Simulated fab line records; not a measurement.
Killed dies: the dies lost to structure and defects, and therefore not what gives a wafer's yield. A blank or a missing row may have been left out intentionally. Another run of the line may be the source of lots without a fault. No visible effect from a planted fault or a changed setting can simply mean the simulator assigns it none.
fab line records	flow nand-harc
record lots=24	wafers=72	last-day=33
route steps=1302 shown P_M2@345 P_BONDPAD@351 A_ZERO_WELL@403
lots that met no fault: taken from a fault-free run of the same line
start-h: start of the lot's first displayed wafer, in hours after the record's first day	wait-h: hours since the lot's step before	" same as the row above	L1.1+2: a row that stands for several wafers	- no value present, or no start provided	* or withheld: withheld	< > ~ a bound
route shown NAME@n: NAME is a module with steps in the file, n the number in the route of the first one	usual: mean/standard deviation taken from wafers without a fault	same: alike in all rows	chamber/n: place in a boat	sites: the reading at each site	_std_site: standard deviation across them	_edge_site: mean of outer sites minus mean of inner sites	radius-mm: how far each site lies from the wafer's centre	mask NAME#n: copy n	behind: tool/chamber where the wafer was last shaped	hold: cause of the lot's hold/its duration in hours/its outcome	device: the n, p or np transistor that did not switch	end of line: tests run on the same wafers once the route is complete	a step with no rows: only its recipe	killed: at the first sort, the dies lost to defects and structure; wafer yield is something else	map: shows each die of a wafer: x if killed, . if not, _ if none is there
set.NAME: the setting that was run; set.NAME@STEP: the one run at that earlier step	model.NAME: the simulator's own value behind a step, which no gauge read
steps of the route over a sample of lots; a table a step, a row a wafer
services: when a tool's chamber went out of use (start-h, in hours from the record's first day, below 0 if earlier), for how many hours, and the reason
## steps
# step NHARC_P_M2_THK_MEAS_24
# recipe thk-meas-gauge=xrf
# usual thk-nm=144.5/1.4
lot.wafer	tool	chamber	start-h	wait-h	thk-nm
L074.2	film-metro-01	-	134.50	-	144.1
L074.3	"	-	"	"	143.9
L074.5	"	-	"	"	144.4
L075.1	film-metro-01	-	142.66	-	144.8
L075.4	"	-	"	"	146.0
L075.6	"	-	"	"	146.1
L076.2	film-metro-02	-	157.80	-	145.5
L076.4	"	-	"	"	144.7
L076.5	"	-	"	"	146.5
L077.1	film-metro-01	-	158.92	-	143.7
L077.2	"	-	"	"	144.8
L077.5	"	-	"	"	143.9
L078.2	film-metro-01	-	175.21	-	142.9
L078.5	"	-	"	"	144.6
L078.6	"	-	"	"	143.2
L079.3	film-metro-02	-	189.02	-	144.4
L079.4	"	-	"	"	144.3
L079.5	"	-	"	"	147.8
L080.2	film-metro-01	-	202.74	-	144.1
L080.3	"	-	"	"	146.1
L080.5	"	-	"	"	145.3
L081.2	film-metro-02	-	209.87	-	141.5
L081.4	"	-	"	"	143.5
L081.5	"	-	"	"	144.9
L082.2	film-metro-02	-	216.40	-	145.8
L082.5	"	-	"	"	142.8
L082.6	"	-	"	"	144.7
L083.1	film-metro-02	-	227.06	-	143.1
L083.4	"	-	"	"	146.0
L083.6	"	-	"	"	141.9
L084.1	film-metro-02	-	235.84	-	145.3
L084.3	"	-	"	"	143.8
L084.6	"	-	"	"	143.6
L085.3	film-metro-02	-	236.56	-	146.2
L085.4	"	-	"	"	145.7
L085.5	"	-	"	"	147.0
L086.3	film-metro-01	-	260.94	-	144.7
L086.4	"	-	"	"	145.6
L086.6	"	-	"	"	145.8
L087.1	film-metro-01	-	264.17	-	143.7
L087.2	"	-	"	"	144.1
L087.6	"	-	"	"	144.8
L088.1	film-metro-02	-	276.10	-	144.1
L088.4	"	-	"	"	143.1
L088.5	"	-	"	"	145.6
L089.1	film-metro-02	-	277.38	-	143.9
L089.2	"	-	"	"	145.0
L089.5	"	-	"	"	146.8
L090.1	film-metro-01	-	294.67	-	143.4
L090.3	"	-	"	"	144.0
L090.4	"	-	"	"	146.1
L091.2	film-metro-01	-	303.34	-	141.3
L091.5	"	-	"	"	143.0
L091.6	"	-	"	"	146.0
L092.1	film-metro-01	-	318.74	-	145.8
L092.2	"	-	"	"	142.2
L092.3	"	-	"	"	143.0
L093.2	film-metro-01	-	319.88	-	143.9
L093.3	"	-	"	"	144.0
L093.5	"	-	"	"	143.8
L094.1	film-metro-01	-	333.60	-	144.2
L094.4	"	-	"	"	143.9
L094.5	"	-	"	"	146.3
L095.1	film-metro-02	-	350.61	-	143.9
L095.4	"	-	"	"	145.9
L095.5	"	-	"	"	145.4
L096.1	film-metro-02	-	353.37	-	144.6
L096.5	"	-	"	"	143.6
L096.6	"	-	"	"	146.4
L097.1	film-metro-01	-	368.26	-	142.1
L097.3	"	-	"	"	145.5
L097.4	"	-	"	"	142.9
# step NHARC_P_BONDPAD_DEP_00
# recipe target-thk-a=2500	temp-c=370	target-thk-nm=250	pressure-torr=3	flow-sccm=200	rf-w=450	material=SiCN
# usual heater-power-w=547/83
lot.wafer	tool	chamber	start-h	wait-h	heater-power-w	since-wet-clean-h
L074.2	pecvd-04	2	-	-	381	34
L074.3	"	1	"	"	606	34
L074.5	"	2	"	"	407	-
L075.1	pecvd-01	1	143.46	-	420	1
L075.4	"	1	"	"	444	-
L075.6	"	2	"	"	601	-
L076.2	pecvd-01	1	158.57	-	438	16
L076.5	"	0	"	"	667	-
L076.4	"	2	"	"	597	-
L077.2	pecvd-04	1	159.63	-	540	58
L077.1	"	2	"	"	436	58
L077.5	"	1	"	"	554	-
L078.2	pecvd-01	2	175.97	-	574	33
L078.6	"	1	"	"	444	-
L078.5	"	0	"	"	624	-
L079.3	pecvd-01	1	189.76	-	417	47
L079.4	"	1	"	"	414	-
L079.5	"	2	"	"	619	-
L080.3	pecvd-04	2	203.46	-	369	102
L080.2	"	1	"	"	635	102
L080.5	"	1	"	"	636	-
L081.2	pecvd-01	0	-	-	602	68
L081.4	"	2	"	"	616	-
L081.5	"	0	"	"	596	-
L082.2	pecvd-02	1	217.39	-	581	158
L082.6	"	0	"	"	667	-
L082.5	"	1	"	"	595	-
L083.1	pecvd-01	0	227.78	-	564	85
L083.4	"	0	"	"	604	-
L083.6	"	1	"	"	494	-
L084.3	pecvd-01	1	-	-	395	94
L084.1	"	0	"	"	599	94
L084.6	"	2	"	"	614	-
L085.3	pecvd-04	2	-	-	441	136
L085.5	"	1	"	"	609	-
L085.4	"	0	"	"	526	-
L086.3	pecvd-04	1	261.65	-	616	160
L086.4	"	1	"	"	605	-
L086.6	"	0	"	"	509	-
L087.2	pecvd-02	0	264.88	-	659	25
L087.1	"	2	"	"	567	25
L087.6	"	2	"	"	572	-
L088.1	pecvd-02	0	-	-	598	37
L088.5	"	0	"	"	626	-
L088.4	"	1	"	"	568	-
L089.2	pecvd-01	2	-	-	559	135
L089.1	"	0	"	"	540	135
L089.5	"	1	"	"	420	-
L090.3	pecvd-02	2	295.40	-	552	55
L090.1	"	0	"	"	667	55
L090.4	"	2	"	"	550	-
L091.2	pecvd-01	0	304.25	-	608	161
L091.6	"	1	"	"	484	-
L091.5	"	2	"	"	618	-
L092.1	pecvd-02	1	319.45	-	612	79
L092.2	"	2	"	"	495	79
L092.3	"	0	"	"	560	79
L093.2	pecvd-04	2	320.57	-	460	38
L093.3	"	1	"	"	632	38
L093.5	"	0	"	"	440	-
L094.1	pecvd-02	1	334.36	-	543	94
L094.4	"	0	"	"	681	-
L094.5	"	1	"	"	575	-
L095.1	pecvd-02	0	351.35	-	667	111
L095.4	"	0	"	"	706	-
L095.5	"	2	"	"	589	-
L096.1	pecvd-04	1	354.28	0.5	591	72
L096.5	"	1	"	"	590	-
L096.6	"	0	"	"	485	-
L097.3	pecvd-04	0	-	-	539	87
L097.1	"	2	"	"	426	87
L097.4	"	0	"	"	531	-
# step NHARC_P_BONDPAD_THK_MEAS_33
# recipe thk-meas-gauge=ellipsometry
# usual thk-nm=200.2/1.6
lot.wafer	tool	chamber	start-h	wait-h	thk-nm
L074.2	film-metro-02	-	135.85	0.2	199.4
L074.3	"	-	"	"	198.1
L074.5	"	-	"	"	198.6
L075.1	film-metro-02	-	144.07	0.2	199.8
L075.4	"	-	"	"	199.4
L075.6	"	-	"	"	200.1
L076.2	film-metro-01	-	159.19	0.2	201.2
L076.4	"	-	"	"	200.2
L076.5	"	-	"	"	199.6
L077.1	film-metro-01	-	160.29	0.1	200.4
L077.2	"	-	"	"	200.0
L077.5	"	-	"	"	199.7
L078.2	film-metro-01	-	176.58	0.2	200.6
L078.5	"	-	"	"	200.1
L078.6	"	-	"	"	201.9
L079.3	film-metro-02	-	190.43	0.2	199.2
L079.4	"	-	"	"	199.6
L079.5	"	-	"	"	196.6
L080.2	film-metro-02	-	204.13	0.2	198.8
L080.3	"	-	"	"	199.4
L080.5	"	-	"	"	197.6
L081.2	film-metro-02	-	211.25	0.2	199.5
L081.4	"	-	"	"	200.3
L081.5	"	-	"	"	200.4
L082.2	film-metro-02	-	218.00	0.2	200.7
L082.5	"	-	"	"	200.4
L082.6	"	-	"	"	199.3
L083.1	film-metro-02	-	228.44	0.2	199.7
L083.4	"	-	"	"	200.6
L083.6	"	-	"	"	197.5
L084.1	film-metro-02	-	237.20	0.2	198.0
L084.3	"	-	"	"	199.9
L084.6	"	-	"	"	198.9
L085.3	film-metro-02	-	237.92	0.2	199.1
L085.4	"	-	"	"	202.1
L085.5	"	-	"	"	200.1
L086.3	film-metro-02	-	262.30	0.2	198.3
L086.4	"	-	"	"	199.1
L086.6	"	-	"	"	197.1
L087.1	film-metro-01	-	265.54	0.1	201.8
L087.2	"	-	"	"	198.3
L087.6	"	-	"	"	199.5
L088.1	film-metro-01	-	277.45	0.1	199.5
L088.4	"	-	"	"	198.7
L088.5	"	-	"	"	200.2
L089.1	film-metro-01	-	278.73	0.1	201.3
L089.2	"	-	"	"	203.0
L089.5	"	-	"	"	201.2
L090.1	film-metro-02	-	296.06	0.2	201.8
L090.3	"	-	"	"	201.6
L090.4	"	-	"	"	199.4
L091.2	film-metro-02	-	304.82	0.2	199.2
L091.5	"	-	"	"	201.1
L091.6	"	-	"	"	198.9
L092.1	film-metro-01	-	320.12	0.2	203.7
L092.2	"	-	"	"	200.6
L092.3	"	-	"	"	202.5
L093.2	film-metro-01	-	321.23	0.2	201.6
L093.3	"	-	"	"	201.4
L093.5	"	-	"	"	199.2
L094.1	film-metro-02	-	334.97	0.2	199.8
L094.4	"	-	"	"	199.5
L094.5	"	-	"	"	201.3
L095.1	film-metro-02	-	352.01	0.2	201.3
L095.4	"	-	"	"	202.2
L095.5	"	-	"	"	203.1
L096.1	film-metro-02	-	354.94	0.2	202.6
L096.5	"	-	"	"	202.4
L096.6	"	-	"	"	202.6
L097.1	film-metro-02	-	369.83	0.2	200.4
L097.3	"	-	"	"	202.3
L097.4	"	-	"	"	203.3
# step NHARC_P_BONDPAD_OVL_MEAS_38
# usual overlay-x-nm=0/7	overlay-y-nm=-1/7.3
lot.wafer	tool	chamber	start-h	wait-h	overlay-x-nm	overlay-y-nm
L074.2	overlay-01	-	136.50	-	-3	5
L074.3	"	-	"	"	-3	4
L074.5	"	-	"	"	-3	4
L075.1	overlay-01	-	144.72	-	-2	-5
L075.4	"	-	"	"	-3	-5
L075.6	"	-	"	"	-2	-5
L076.2	overlay-01	-	159.85	-	0	-6
L076.4	"	-	"	"	-1	-6
L076.5	"	-	"	"	0	-6
L077.1	overlay-02	-	160.94	-	-10	4
L077.2	"	-	"	"	-10	3
L077.5	"	-	"	"	-10	4
L078.2	overlay-01	-	177.24	-	0	-7
L078.5	"	-	"	"	0	-7
L078.6	"	-	"	"	0	-7
L079.3	overlay-01	-	190.96	-	-2	-10
L079.4	"	-	"	"	-2	-9
L079.5	"	-	"	"	-2	-9
L080.2	overlay-02	-	204.78	-	0	2
L080.3	"	-	"	"	0	2
L080.5	"	-	"	"	0	2
L081.2	overlay-02	-	211.91	-	0	0
L081.4	"	-	"	"	0	0
L081.5	"	-	"	"	0	0
L082.2	overlay-02	-	218.66	-	-4	12
L082.5	"	-	"	"	-4	11
L082.6	"	-	"	"	-4	11
L083.1	overlay-01	-	228.97	-	-9	-8
L083.4	"	-	"	"	-9	-8
L083.6	"	-	"	"	-9	-8
L084.1	overlay-02	-	237.85	-	0	14
L084.3	"	-	"	"	0	13
L084.6	"	-	"	"	0	14
L085.3	overlay-02	-	238.57	-	-11	-8
L085.4	"	-	"	"	-10	-8
L085.5	"	-	"	"	-10	-8
L086.3	overlay-02	-	262.96	-	14	-2
L086.4	"	-	"	"	13	-2
L086.6	"	-	"	"	14	-3
L087.1	overlay-02	-	266.07	-	-6	0
L087.2	"	-	"	"	-6	0
L087.6	"	-	"	"	-6	0
L088.1	overlay-01	-	277.98	-	13	6
L088.4	"	-	"	"	13	7
L088.5	"	-	"	"	14	6
L089.1	overlay-02	-	279.39	-	1	2
L089.2	"	-	"	"	1	2
L089.5	"	-	"	"	1	1
L090.1	overlay-01	-	296.71	-	4	0
L090.3	"	-	"	"	4	1
L090.4	"	-	"	"	4	0
L091.2	overlay-01	-	305.47	-	0	-19
L091.5	"	-	"	"	0	-19
L091.6	"	-	"	"	1	-19
L092.1	overlay-01	-	320.78	-	10	-8
L092.2	"	-	"	"	10	-8
L092.3	"	-	"	"	10	-8
L093.2	overlay-01	-	321.77	-	1	-3
L093.3	"	-	"	"	1	-3
L093.5	"	-	"	"	1	-2
L094.1	overlay-01	-	335.62	-	4	2
L094.4	"	-	"	"	3	2
L094.5	"	-	"	"	3	2
L095.1	overlay-02	-	352.53	-	2	8
L095.4	"	-	"	"	2	8
L095.5	"	-	"	"	2	8
L096.1	overlay-02	-	355.46	-	-12	7
L096.5	"	-	"	"	-12	8
L096.6	"	-	"	"	-12	7
L097.1	overlay-01	-	370.36	-	14	-5
L097.3	"	-	"	"	12	-5
L097.4	"	-	"	"	13	-5
# step NHARC_P_BONDPAD_INSPECT_23
# usual raw-defect-count=327/130
lot.wafer	tool	chamber	start-h	wait-h	raw-defect-count
L074.2	defect-inspect-01	-	139.21	0.0	252
L074.3	"	-	"	"	246
L074.5	"	-	"	"	228
L075.1	defect-inspect-01	-	147.38	0.0	317
L075.4	"	-	"	"	354
L075.6	"	-	"	"	386
L076.2	defect-inspect-01	-	162.52	0.0	335
L076.4	"	-	"	"	453
L076.5	"	-	"	"	504
L077.1	defect-inspect-01	-	163.62	0.0	243
L077.2	"	-	"	"	406
L077.5	"	-	"	"	727
L078.2	defect-inspect-01	-	179.96	0.0	326
L078.5	"	-	"	"	183
L078.6	"	-	"	"	152
L079.3	defect-inspect-01	-	193.64	0.0	478
L079.4	"	-	"	"	421
L079.5	"	-	"	"	248
L080.2	defect-inspect-02	-	207.49	0.0	466
L080.3	"	-	"	"	294
L080.5	"	-	"	"	245
L081.2	defect-inspect-01	-	214.58	0.0	334
L081.4	"	-	"	"	233
L081.5	"	-	"	"	509
L082.2	defect-inspect-01	-	221.35	0.0	291
L082.5	"	-	"	"	630
L082.6	"	-	"	"	786
L083.1	defect-inspect-01	-	231.71	0.0	335
L083.4	"	-	"	"	286
L083.6	"	-	"	"	308
L084.1	defect-inspect-02	-	240.64	0.0	517
L084.3	"	-	"	"	264
L084.6	"	-	"	"	362
L085.3	defect-inspect-02	-	241.32	0.0	308
L085.4	"	-	"	"	308
L085.5	"	-	"	"	219
L086.3	defect-inspect-02	-	265.64	0.0	214
L086.4	"	-	"	"	224
L086.6	"	-	"	"	226
L087.1	defect-inspect-01	-	268.77	0.0	321
L087.2	"	-	"	"	438
L087.6	"	-	"	"	478
L088.1	defect-inspect-01	-	280.65	0.0	259
L088.4	"	-	"	"	690
L088.5	"	-	"	"	253
L089.1	defect-inspect-01	-	282.07	0.0	227
L089.2	"	-	"	"	249
L089.5	"	-	"	"	246
L090.1	defect-inspect-02	-	299.50	0.0	248
L090.3	"	-	"	"	212
L090.4	"	-	"	"	151
L091.2	defect-inspect-02	-	308.23	0.0	323
L091.5	"	-	"	"	309
L091.6	"	-	"	"	414
L092.1	defect-inspect-01	-	323.46	0.0	392
L092.2	"	-	"	"	295
L092.3	"	-	"	"	416
L093.2	defect-inspect-02	-	324.48	0.0	263
L093.3	"	-	"	"	190
L093.5	"	-	"	"	219
L094.1	defect-inspect-02	-	338.41	0.0	257
L094.4	"	-	"	"	317
L094.5	"	-	"	"	207
L095.1	defect-inspect-01	-	355.27	0.0	408
L095.4	"	-	"	"	281
L095.5	"	-	"	"	349
L096.1	defect-inspect-01	-	358.22	0.0	371
L096.5	"	-	"	"	447
L096.6	"	-	"	"	479
L097.1	defect-inspect-02	-	373.21	0.0	276
L097.3	"	-	"	"	259
L097.4	"	-	"	"	230
# step NHARC_A_ZERO_WELL_DESCUM_12
# recipe time-s=3	o2-flow-sccm=200	ar-flow-sccm=0	bias-power-w=0	chemistry=O2
# usual drypump-motor-current-A=5.8/0.38	oes-product-au=0.997/0.0091	rf-vpp-V=57.8/0.8	showerhead-plenum-p-Torr=1.93/0.061	throttle-valve-pct=11.310/0.009
# same time-s=3
lot.wafer	tool	chamber	start-h	wait-h	drypump-motor-current-A	oes-product-au	rf-hours-counter-h	rf-vpp-V	showerhead-plenum-p-Torr	throttle-valve-pct
L074.3	rie-diel-04	0	140.54	-	5.4	0.997	22	58.6	2.01	11.286
L074.2	"	1	"	"	5.4	1.013	22	57.3	1.93	11.314
L074.5	"	1	"	"	5.4	1.001	-	57.2	1.93	11.310
L075.1	rie-diel-02	1	148.86	-	5.8	0.993	3	56.9	1.85	11.319
L075.4	"	2	"	"	5.8	0.994	3	58.6	1.98	11.310
L075.6	"	0	"	"	6.4	1.000	-	57.6	1.98	11.307
L076.2	rie-diel-02	0	163.98	-	6.4	1.001	3	57.4	1.98	11.312
L076.4	"	2	"	"	5.8	0.994	3	58.5	1.98	11.306
L076.5	"	1	"	"	5.8	1.001	-	58.2	1.85	11.301
L077.1	rie-diel-02	0	164.95	-	6.4	1.006	3	57.1	1.98	11.314
L077.2	"	2	"	"	5.8	1.010	3	57.2	1.98	11.320
L077.5	"	0	"	"	6.4	0.995	-	57.6	1.98	11.313
L078.2	rie-diel-02	1	181.43	-	5.9	1.000	3	57.9	1.85	11.316
L078.6	"	1	"	"	5.9	1.010	-	57.1	1.85	11.318
L078.5	"	2	"	"	5.8	0.986	-	58.9	1.98	11.297
L079.3	rie-diel-11	3	195.10	-	5.9	0.996	48	57.6	1.88	11.314
L079.4	"	2	"	"	5.5	1.010	40	56.3	1.76	11.318
L079.5	"	0	"	"	6.2	0.996	-	58.8	2.06	11.313
L080.2	rie-diel-02	0	208.96	-	6.3	0.996	4	58.7	1.98	11.315
L080.3	"	3	"	"	5.3	0.984	4	57.8	1.92	11.320
L080.5	"	0	"	"	6.3	1.010	-	58.9	1.98	11.306
L081.2	rie-diel-02	2	215.94	-	5.8	0.995	5	57.6	1.98	11.301
L081.4	"	3	"	"	5.3	0.988	5	59.3	1.92	11.312
L081.5	"	0	"	"	6.4	1.002	-	59.5	1.98	11.304
L082.2	rie-diel-04	0	222.85	-	5.4	1.011	6	57.9	2.01	11.324
L082.5	"	2	"	"	5.2	1.004	-	57.0	2.00	11.299
L082.6	"	3	"	"	5.3	1.010	-	57.9	1.97	11.307
L083.1	rie-diel-02	0	233.20	-	6.3	1.009	0	57.4	1.98	11.294
L083.4	"	1	"	"	5.8	1.008	0	57.5	1.85	11.306
L083.6	"	3	"	"	5.3	0.993	-	57.3	1.92	11.325
L084.1	rie-diel-02	3	241.98	-	5.3	0.985	0	57.9	1.92	11.324
L084.3	"	0	"	"	6.3	1.015	0	57.5	1.98	11.318
L084.6	"	0	"	"	6.4	1.005	-	56.2	1.98	11.314
L085.4	rie-diel-02	2	242.67	-	5.8	0.991	0	56.4	1.98	11.309
L085.3	"	3	"	"	5.3	0.995	0	57.2	1.92	11.303
L085.5	"	1	"	"	5.8	0.997	-	58.0	1.85	11.315
L086.3	rie-diel-02	1	266.99	-	5.8	0.994	1	57.9	1.85	11.300
L086.4	"	2	"	"	5.8	0.989	1	58.0	1.98	11.320
L086.6	"	0	"	"	6.4	1.015	-	57.8	1.98	11.294
L087.1	rie-diel-02	0	270.23	-	6.4	1.009	1	57.6	1.98	11.316
L087.2	"	3	"	"	5.3	0.990	1	57.8	1.92	11.305
L087.6	"	0	"	"	6.4	1.018	-	58.2	1.98	11.322
L088.4	rie-diel-02	1	281.99	-	5.9	0.984	1	56.9	1.85	11.312
L088.1	"	3	"	"	5.3	0.997	1	56.3	1.92	11.299
L088.5	"	2	"	"	5.8	0.986	-	58.0	1.97	11.305
L089.1	rie-diel-02	2	283.55	-	5.8	0.980	1	58.7	1.98	11.312
L089.2	"	3	"	"	5.3	1.000	1	57.1	1.92	11.305
L089.5	"	2	"	"	5.8	0.985	-	58.4	1.98	11.309
L090.1	rie-diel-02	0	300.97	-	6.3	1.001	2	56.8	1.98	11.327
L090.3	"	2	"	"	5.8	0.981	2	59.3	1.97	11.308
L090.4	"	3	"	"	5.3	0.988	2	57.0	1.92	11.300
L091.2	rie-diel-02	3	309.72	-	5.3	1.000	3	58.2	1.92	11.306
L091.6	"	1	"	"	5.8	0.983	-	57.0	1.85	11.311
L091.5	"	2	"	"	5.8	0.984	-	59.9	1.97	11.320
L092.1	rie-diel-04	0	324.82	-	5.4	1.009	25	58.7	2.00	11.307
L092.3	"	1	"	"	5.4	1.004	27	57.2	1.92	11.296
L092.2	"	2	"	"	5.2	0.993	21	58.5	2.00	11.314
L093.2	rie-diel-02	0	325.94	-	6.4	1.002	3	59.5	1.98	11.308
L093.3	"	3	"	"	5.3	0.996	3	58.4	1.92	11.314
L093.5	"	1	"	"	5.8	0.992	-	58.8	1.85	11.318
L094.4	rie-diel-02	1	339.88	-	5.8	0.978	4	57.3	1.85	11.314
L094.1	"	3	"	"	5.3	1.004	3	56.9	1.92	11.311
L094.5	"	1	"	"	5.8	0.988	-	57.8	1.85	11.322
L095.4	rie-diel-02	3	356.62	-	5.3	1.005	4	57.7	1.92	11.301
L095.1	"	1	"	"	5.9	0.998	4	56.0	1.85	11.306
L095.5	"	3	"	"	5.3	0.994	-	56.3	1.92	11.306
L096.1	rie-diel-02	0	359.70	-	6.3	1.016	4	57.7	1.98	11.311
L096.6	"	2	"	"	5.7	0.983	-	58.3	1.97	11.300
L096.5	"	3	"	"	5.4	0.988	-	58.7	1.92	11.306
L097.1	rie-diel-02	0	374.69	-	6.3	1.010	4	57.3	1.98	11.323
L097.3	"	1	"	"	5.8	0.991	4	58.3	1.85	11.322
L097.4	"	0	"	"	6.3	1.005	-	58.8	1.98	11.316
## services
tool	chamber	start-h	hours	kind
rie-diel-04	0	127.24	2.9	repair
pecvd-01	-	130.00	13.0	pm
rie-diel-02	1	137.89	5.4	repair
pecvd-04	2	145.47	6.3	repair
rie-diel-11	3	168.35	7.3	repair
rie-diel-04	-	177.90	9.0	pm
rie-diel-04	3	188.65	5.1	repair
pecvd-01	-	212.52	0.9	repair
rie-diel-02	-	216.70	9.0	pm
pecvd-02	-	227.19	13.0	pm
pecvd-04	-	269.45	13.0	pm
pecvd-02	2	277.93	7.5	repair
rie-diel-04	2	279.86	10.0	repair
pecvd-01	-	280.59	0.8	repair
rie-diel-04	2	303.18	4.8	repair
pecvd-01	-	311.00	13.0	pm
rie-diel-02	2	317.76	6.8	repair
rie-diel-02	1	320.40	1.3	repair
rie-diel-04	1	330.91	5.1	repair
pecvd-02	0	352.36	3.4	repair
rie-diel-04	-	354.90	9.0	pm
rie-diel-02	1	364.64	3.1	repair
rie-diel-02	2	366.43	28.6	repair
rie-diel-04	-	373.35	0.8	repair
## key
fault none
